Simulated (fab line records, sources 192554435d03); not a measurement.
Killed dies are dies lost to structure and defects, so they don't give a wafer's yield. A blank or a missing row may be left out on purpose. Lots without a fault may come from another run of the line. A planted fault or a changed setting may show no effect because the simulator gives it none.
Chamber matching | flow n5_finfet | N5_BEOL_M5_ETCH_75 on rie_diel-01: 4 sister chambers
The step etches underlayer in N2/H2, target depth 6.5 nm, time 5.2 s. 22 wafers are shown with their chamber, then 11 later ones without.

WAFERS WITH THEIR CHAMBER
wafer  | chamber | drypump_motor_current_A (A) | showerhead_plenum_p_Torr (Torr) | throttle_valve_pct (%)
L074.1 | 3       | 5.68                        | 2.46                            | 17.68
L074.2 | 0       | 5.08                        | 2.57                            | 17.94
L074.3 | 2       | 5.69                        | 2.52                            | 18.05
L075.1 | 1       | 5.57                        | 2.63                            | 17.96
L075.4 | 0       | 5.09                        | 2.57                            | 17.95
L075.5 | 1       | 5.59                        | 2.63                            | 17.94
L077.2 | 2       | 5.69                        | 2.52                            | 18.07
L077.3 | 1       | 5.57                        | 2.63                            | 18.00
L077.6 | 3       | 5.65                        | 2.45                            | 17.72
L078.2 | 1       | 5.62                        | 2.63                            | 17.99
L078.5 | 1       | 5.61                        | 2.63                            | 18.03
L078.6 | 2       | 5.70                        | 2.52                            | 18.06
L084.1 | 0       | 5.06                        | 2.56                            | 17.98
L084.2 | 3       | 5.69                        | 2.45                            | 17.74
L084.5 | 1       | 5.58                        | 2.62                            | 18.00
L085.1 | 3       | 5.67                        | 2.45                            | 17.74
L085.2 | 0       | 5.07                        | 2.56                            | 17.99
L085.6 | 0       | 5.08                        | 2.56                            | 17.96
L089.1 | 3       | 5.67                        | 2.45                            | 17.78
L089.2 | 2       | 5.69                        | 2.51                            | 18.10
L089.5 | 2       | 5.68                        | 2.51                            | 18.12
L092.1 | 0       | 5.08                        | 2.56                            | 18.00

SIGNATURES (means of the wafers above)
reading                  | chamber 0 | chamber 1 | chamber 2 | chamber 3 | scatter within a chamber
drypump_motor_current_A  | 5.0767    | 5.5900    | 5.6900    | 5.6720    | 0.0146
showerhead_plenum_p_Torr | 2.5633    | 2.6283    | 2.5160    | 2.4520    | 0.00481
throttle_valve_pct       | 17.9700   | 17.9867   | 18.0800   | 17.7320   | 0.0304
Rule: a wafer's distance from a chamber is the root of the sum, over the readings, of the square of ((its reading less the chamber's mean) divided by the reading's scatter). The wafer belongs to the nearest chamber; if the next one is less than 2 further off, it can't be placed. The scatter: the root of (the sum of the squares of (reading less its chamber's mean) over the shown wafers, divided by (wafers less chambers)).

WAFERS WITHOUT THEIR CHAMBER
wafer  | drypump_motor_current_A (A) | showerhead_plenum_p_Torr (Torr) | throttle_valve_pct (%)
L092.3 | 5.62                        | 2.61                            | 18.06
L092.5 | 5.63                        | 2.61                            | 18.02
L091.3 | 5.58                        | 2.61                            | 18.03
L091.4 | 5.57                        | 2.61                            | 18.05
L091.5 | 5.67                        | 2.44                            | 17.80
L093.3 | 5.66                        | 2.44                            | 17.78
L093.5 | 5.07                        | 2.56                            | 17.97
L093.6 | 5.66                        | 2.44                            | 17.76
L095.2 | 5.05                        | 2.56                            | 18.00
L095.5 | 5.63                        | 2.44                            | 17.77
L095.6 | 5.60                        | 2.61                            | 18.06

WHICH CHAMBER EACH WENT THROUGH
wafer  | from the rows above | in truth
L092.3 | 1                   | 1
L092.5 | 1                   | 1
L091.3 | 1                   | 1
L091.4 | 1                   | 1
L091.5 | 3                   | 3
L093.3 | 3                   | 3
L093.5 | 0                   | 0
L093.6 | 3                   | 3
L095.2 | 0                   | 0
L095.5 | 3                   | 3
L095.6 | 1                   | 1
Placed correctly: 11 of 11. Can't be placed from these rows: 0. Placed wrongly: 0.
